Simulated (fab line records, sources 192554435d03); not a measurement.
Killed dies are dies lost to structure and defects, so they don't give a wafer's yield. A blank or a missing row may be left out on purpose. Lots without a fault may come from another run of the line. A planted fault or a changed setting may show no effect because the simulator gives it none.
Which tool did it? | flow n5_finfet | 24 lots, 72 wafers sampled, at 3 steps of a route of 1938

WHAT THE GAUGES READ, wafer by wafer
N5_BEOL_M6_RS_MEAS_57: measures by four-point-probe. Usual: M6_RS 0.283 ohm/sq, standard deviation 0.0079.
lot  | measured     | on            | M6_RS (ohm/sq)    | flag
L074 | day 8 18:18  | film_metro-01 | 0.284 0.272 0.279 |
L075 | day 9 00:50  | film_metro-01 | 0.272 0.269 0.280 |
L077 | day 9 11:03  | film_metro-01 | 0.272 0.276 0.283 |
L076 | day 9 12:52  | film_metro-01 | 0.281 0.288 0.280 |
L078 | day 9 20:05  | film_metro-02 | 0.286 0.283 0.277 |
L079 | day 10 06:32 | film_metro-02 | 0.281 0.277 0.284 |
L080 | day 10 10:28 | film_metro-01 | 0.286 0.288 0.294 |
L081 | day 10 14:27 | film_metro-01 | 0.290 0.294 0.294 |
L082 | day 10 19:32 | film_metro-01 | 0.273 0.297 0.283 |
L083 | day 10 20:34 | film_metro-02 | 0.298 0.292 0.294 |
L084 | day 11 17:55 | film_metro-02 | 0.283 0.284 0.272 |
L085 | day 11 18:07 | film_metro-01 | 0.283 0.284 0.270 |
L086 | day 11 21:25 | film_metro-02 | 0.280 0.279 0.284 |
L087 | day 12 15:46 | film_metro-02 | 0.274 0.284 0.281 |
L088 | day 12 16:29 | film_metro-02 | 0.288 0.295 0.279 |
L089 | day 12 21:16 | film_metro-01 | 0.278 0.279 0.286 |
L090 | day 13 02:32 | film_metro-01 | 0.282 0.285 0.277 |
L091 | day 13 02:57 | film_metro-01 | 0.287 0.287 0.289 |
L092 | day 13 07:56 | film_metro-01 | 0.299 0.294 0.279 |
L093 | day 13 19:37 | film_metro-01 | 0.277 0.278 0.287 |
L094 | day 14 01:35 | film_metro-02 | 0.272 0.281 0.271 |
L096 | day 14 06:17 | film_metro-02 | 0.297 0.298 0.285 |
L095 | day 14 11:16 | film_metro-01 | 0.290 0.274 0.289 |
L097 | day 14 16:00 | film_metro-02 | 0.291 0.298 0.283 |

N5_BEOL_M6_INSPECT_58: inspects for defects (darkfield). Usual: raw_defect_count 71, standard deviation 21.
lot  | measured     | on                | raw_defect_count | flag
L074 | day 8 18:20  | defect_inspect-01 | 57 69 63         |
L075 | day 9 00:52  | defect_inspect-02 | 54 99 72         |
L077 | day 9 11:05  | defect_inspect-02 | 75 129 138       |
L076 | day 9 12:54  | defect_inspect-01 | 43 51 61         |
L078 | day 9 20:07  | defect_inspect-02 | 89 90 116        |
L079 | day 10 06:34 | defect_inspect-02 | 65 56 73         |
L080 | day 10 10:29 | defect_inspect-02 | 70 65 55         |
L081 | day 10 14:29 | defect_inspect-02 | 96 83 73         |
L082 | day 10 19:34 | defect_inspect-02 | 67 51 66         |
L083 | day 10 20:35 | defect_inspect-01 | 78 64 79         |
L084 | day 11 17:57 | defect_inspect-01 | 85 86 54         |
L085 | day 11 18:08 | defect_inspect-01 | 53 81 38         |
L086 | day 11 21:26 | defect_inspect-02 | 114 81 105       |
L087 | day 12 15:47 | defect_inspect-02 | 62 78 98         |
L088 | day 12 16:30 | defect_inspect-01 | 61 81 72         |
L089 | day 12 21:17 | defect_inspect-01 | 110 65 49        |
L090 | day 13 02:34 | defect_inspect-01 | 75 73 107        |
L091 | day 13 02:58 | defect_inspect-02 | 46 59 61         |
L092 | day 13 07:57 | defect_inspect-01 | 83 52 66         |
L093 | day 13 19:38 | defect_inspect-02 | 54 64 46         |
L094 | day 14 01:37 | defect_inspect-01 | 59 38 36         |
L096 | day 14 06:19 | defect_inspect-01 | 72 68 79         |
L095 | day 14 11:17 | defect_inspect-01 | 38 56 68         |
L097 | day 14 16:02 | defect_inspect-01 | 53 77 56         |

WHICH TOOL RAN EACH LOT (tool, then ch and the chambers of the sampled wafers, then the start)
lot  | N5_BEOL_M6_ALD_77
L074 | ald_metal-01 ch 0,1,2, day 8 16:47
L075 | ald_metal-01 ch 0,1,2, day 8 23:11
L077 | ald_metal-02 ch 0,3, day 9 08:35
L076 | ald_metal-01 ch 0,2,3, day 9 09:55
L078 | ald_metal-01 ch 1,2,3, day 9 17:10
L079 | ald_metal-01 ch 1,2,3, day 10 04:50
L080 | ald_metal-02 ch 0,2,3, day 10 08:11
L081 | ald_metal-02 ch 0,2,3, day 10 11:05
L082 | ald_metal-02 ch 1,2, day 10 16:49
L083 | ald_metal-04 ch 0,3, day 10 18:54
L084 | ald_metal-01 ch 1,2, day 11 15:49
L085 | ald_metal-04 ch 0,1,2, day 11 16:04
L086 | ald_metal-04 ch 1,2,3, day 11 19:40
L087 | ald_metal-02 ch 0,1,2, day 12 13:52
L088 | ald_metal-04 ch 0,1,2, day 12 14:19
L089 | ald_metal-02 ch 2,3, day 12 17:46
L090 | ald_metal-01 ch 2,3, day 13 01:08
L091 | ald_metal-02 ch 1,2,3, day 13 01:34
L092 | ald_metal-04 ch 1,3, day 13 05:37
L093 | ald_metal-01 ch 2,3, day 13 17:46
L094 | ald_metal-01 ch 1,2, day 13 23:52
L096 | ald_metal-04 ch 0,1,2, day 14 04:28
L095 | ald_metal-04 ch 0,3, day 14 08:11
L097 | ald_metal-04 ch 0,3, day 14 13:06
- N5_BEOL_M6_ALD_77: deposits TaN, target thk 2 nm, pulse time 2 s, purge time 3 s.

WHAT THE TOOLS THEMSELVES READ (means of the sampled wafers that have a number; where no wafer has one, the mark that the record gives instead)
N5_BEOL_M6_ALD_77. Usual: heater_power_w 450 W, standard deviation 64.
lot  | tool         | heater_power_w (W) | flag
L074 | ald_metal-01 | 484                |
L075 | ald_metal-01 | 479                |
L077 | ald_metal-02 | 479                |
L076 | ald_metal-01 | 510                |
L078 | ald_metal-01 | 477                |
L079 | ald_metal-01 | 479                |
L080 | ald_metal-02 | 467                |
L081 | ald_metal-02 | 476                |
L082 | ald_metal-02 | 447                |
L083 | ald_metal-04 | 446                |
L084 | ald_metal-01 | 517                |
L085 | ald_metal-04 | 400                |
L086 | ald_metal-04 | 408                |
L087 | ald_metal-02 | 440                |
L088 | ald_metal-04 | 406                |
L089 | ald_metal-02 | 475                |
L090 | ald_metal-01 | 501                |
L091 | ald_metal-02 | 446                |
L092 | ald_metal-04 | 422                |
L093 | ald_metal-01 | 544                |
L094 | ald_metal-01 | 449                |
L096 | ald_metal-04 | 412                |
L095 | ald_metal-04 | 454                |
L097 | ald_metal-04 | 445                |

THE ANSWER, worked out from the rows above alone
Rule: a lot is off if the mean of its wafers that have a number lies more than 3 standard deviations from the usual mean. A lot without any number at a reading at which 4 lots or more have one is off too. The other lots that the step has rows for count as sound. The gauges are gone through in route order, then the tools' own readings, and for those a lot's mean is taken as printed above. The first step at which some lot is off is used, and at that step the reading that is off furthest; a lot without a number counts as furthest.
No lot is off at any reading shown: from this, nothing can be told.

WHAT THE SIMULATOR HAD PUT IN
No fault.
